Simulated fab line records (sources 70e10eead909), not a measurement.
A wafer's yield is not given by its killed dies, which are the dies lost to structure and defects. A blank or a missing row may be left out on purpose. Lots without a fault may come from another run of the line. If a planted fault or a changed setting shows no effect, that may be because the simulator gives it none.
Chamber matching | flow nand_harc | 4 sister chambers for NHARC_A_BONDPAD_ETCH_34 on rie_diel-04
The step etches the open film in N2/H2, target depth 60 nm, overetch 18 nm, time 65.91 s. 14 wafers are shown with their chamber, then 7 later ones without.

== WAFERS, EACH WITH ITS CHAMBER ==
wafer  | chamber | rf_vpp_V (V) | throttle_valve_pct (%) | oes_product_au (a.u.)
L970.1 | 3       | 430.0        | 14.181                 | 0.989
L970.3 | 2       | 434.3        | 14.188                 | 1.005
L970.5 | 2       | 435.5        | 14.174                 | 1.015
L975.1 | 2       | 433.4        | 14.166                 | 0.996
L975.2 | 0       | 432.3        | 14.177                 | 0.991
L975.4 | 3       | 431.4        | 14.182                 | 0.999
L985.1 | 0       | 432.1        | 14.164                 | 0.999
L985.3 | 2       | 434.9        | 14.180                 | 0.994
L985.4 | 3       | 428.9        | 14.164                 | 0.997
L986.3 | 2       | 434.7        | 14.180                 | 1.000
L986.5 | 0       | 431.8        | 14.167                 | 0.991
L986.6 | 3       | 430.7        | 14.172                 | 1.003
L989.2 | 2       | 435.8        | 14.183                 | 1.004
L989.5 | 1       | 428.1        | 14.159                 | 1.000

SIGNATURES, as means of the wafers listed above
reading            | chamber 0 | chamber 1 | chamber 2 | chamber 3 | scatter within a chamber
rf_vpp_V           | 432.067   | 428.100   | 434.767   | 430.250   | 0.851
throttle_valve_pct | 14.16933  | 14.15900  | 14.17850  | 14.17475  | 0.00774
oes_product_au     | 0.99367   | 1.00000   | 1.00233   | 0.99700   | 0.00657
Rule: a wafer's distance from a chamber is the root of the sum, over the readings, of the square of ((its reading less the chamber's mean) divided by the reading's scatter). The wafer belongs to the nearest chamber; if the next one is less than 2 further off, it can't be placed. The scatter: the root of (the sum of the squares of (reading less its chamber's mean) over the shown wafers, divided by (wafers less chambers)).

== WAFERS WITHOUT THEIR CHAMBER ==
wafer  | rf_vpp_V (V) | throttle_valve_pct (%) | oes_product_au (a.u.)
L989.6 | 431.3        | 14.158                 | 1.000
L990.3 | 432.6        | 14.157                 | 1.008
L990.4 | 429.7        | 14.175                 | 0.996
L990.6 | 425.8        | 14.168                 | 0.993
L993.2 | 427.8        | 14.187                 | 0.998
L993.3 | 435.4        | 14.167                 | 0.999
L993.5 | 426.0        | 14.170                 | 0.997

== WHICH CHAMBER EACH WENT THROUGH ==
wafer  | from the rows above          | in truth
L989.6 | can't be placed: 0 or 3 or 1 | 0
L990.3 | can't be placed: 0 or 2 or 3 | 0
L990.4 | 3                            | 3
L990.6 | 1                            | 1
L993.2 | can't be placed: 3 or 1      | 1
L993.3 | 2                            | 2
L993.5 | 1                            | 1
Placed correctly: 4 of 7. From these rows, 3 cannot be placed; in 3 the true chamber is one of the candidates. Number placed wrongly: 0.
